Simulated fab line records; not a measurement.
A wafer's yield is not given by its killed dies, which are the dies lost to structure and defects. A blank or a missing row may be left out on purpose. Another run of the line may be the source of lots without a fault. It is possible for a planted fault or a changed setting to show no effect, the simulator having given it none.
A lot that was struck, set against a sound lot || flow nand_harc || 14 out of 1302 route steps
Sound: these wafers, L525.2, L525.4, L525.5. The struck wafers were L533.3, L533.4, L533.5. The cause is given at the end.
Per side, at each step with rows, come the tool, then ch with its chambers, and then its first start. Under that, the readings that differ: sound wafers || struck wafers || difference of the means || sigmas: that difference in standard deviations of wafers without a fault.
alike: words and numbers the same on both sides, and readings whose means are apart by under 2 such deviations; not compared: readings that were withheld, readings missing a value for some wafer, numbers with overlapping values and no deviation given by the record, and bounds like >300 which may hide the same value.
Wherever a step has rows on one side only, a row that says differs or no value, or a row with sigmas, the two part there. Numbers that have no deviation but don't overlap get no sigmas and don't part them. Lack of a reading on every wafer of one side parts them only where that side has two or more wafers.

first, 8 steps without rows for these wafers: NHARC_THIN_TSV_DEHYDRATE_25 (time 120 s); NHARC_THIN_TSV_HMDS_26 (time 30 s); NHARC_THIN_TSV_COAT_27; NHARC_THIN_TSV_SOFTBAKE_28 (time 95 s); NHARC_THIN_TSV_EBR_29; NHARC_THIN_TSV_EXPOSE_30 (exposes mask PAD); NHARC_THIN_TSV_PEB_31 (peb time 85 s); NHARC_THIN_TSV_DEVELOP_32 (time 70 s).
NHARC_THIN_TSV_CD_MEAS_33: target cd 5000 nm.
  sound on cd_sem-01 ch 0, day 26 01:13; struck on cd_sem-01 ch 0, day 28 10:42
  alike: cd_nm
then, 1 step without rows for these wafers: NHARC_THIN_TSV_HARDBAKE_34 (time 80 s).
NHARC_THIN_TSV_DESCUM_35: chemistry O2, time 3 s.
  sound on rie_diel-01 ch 0,1,2, day 26 01:24; struck on rie_diel-11 ch 1,2, day 28 10:52
  alike: drypump_motor_current_A, oes_product_au, rf_vpp_V, showerhead_plenum_p_Torr, throttle_valve_pct
  not compared: rf_hours_counter_h
NHARC_THIN_TSV_ETCH_59: etches the open film in Cl2/BCl3, target depth 880 nm, time 138.1 s.
  sound on rie_metal-03 ch 0,1, day 26 01:32; struck on rie_metal-01 ch 0,1, day 28 11:03
  alike: bcl3_flow_sccm, bias_w, drypump_motor_current_A, he_backside_leak_sccm, oes_product_au, throttle_valve_pct
  not compared: rf_hours_counter_h
NHARC_THIN_TSV_ETCH_36: etches the open film in Cl2/BCl3, target depth 65 nm, time 18.571 s.
  sound on rie_metal-03 ch 0,1, day 26 01:46; struck on rie_metal-01 ch 0,1, day 28 11:15
  no value came back on the struck wafers for chamber_pressure_mTorr (mTorr), drypump_motor_current_A (A), he_backside_leak_sccm (sccm), oes_product_au (a.u.); on the sound wafers chamber_pressure_mTorr (mTorr) reads 9.996 9.999 10.006
  not compared: rf_hours_counter_h
NHARC_THIN_TSV_STRIP_56: strips in O2.
  sound on plasma_asher-02 ch 0,1, day 26 01:54; struck on plasma_asher-01 ch 0,1, day 28 11:26
{"reading": "drypump_motor_current_A (A)", "sound": "5.9 5.9 5.9", "struck": "4.8 5.2 4.8", "difference": -1.0, "sigmas": -2}
  alike: heater_power_w, temp_c
  not compared: rf_hours_counter_h

## WHERE THEY PART
Earliest at NHARC_THIN_TSV_ETCH_36; latest, in this record, at NHARC_THIN_TSV_STRIP_56.

WHY: what the simulator had put in
Entire step skipped (rie_metal-01, NHARC_THIN_TSV_ETCH_36), from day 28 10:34 onward. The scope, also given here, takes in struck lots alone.
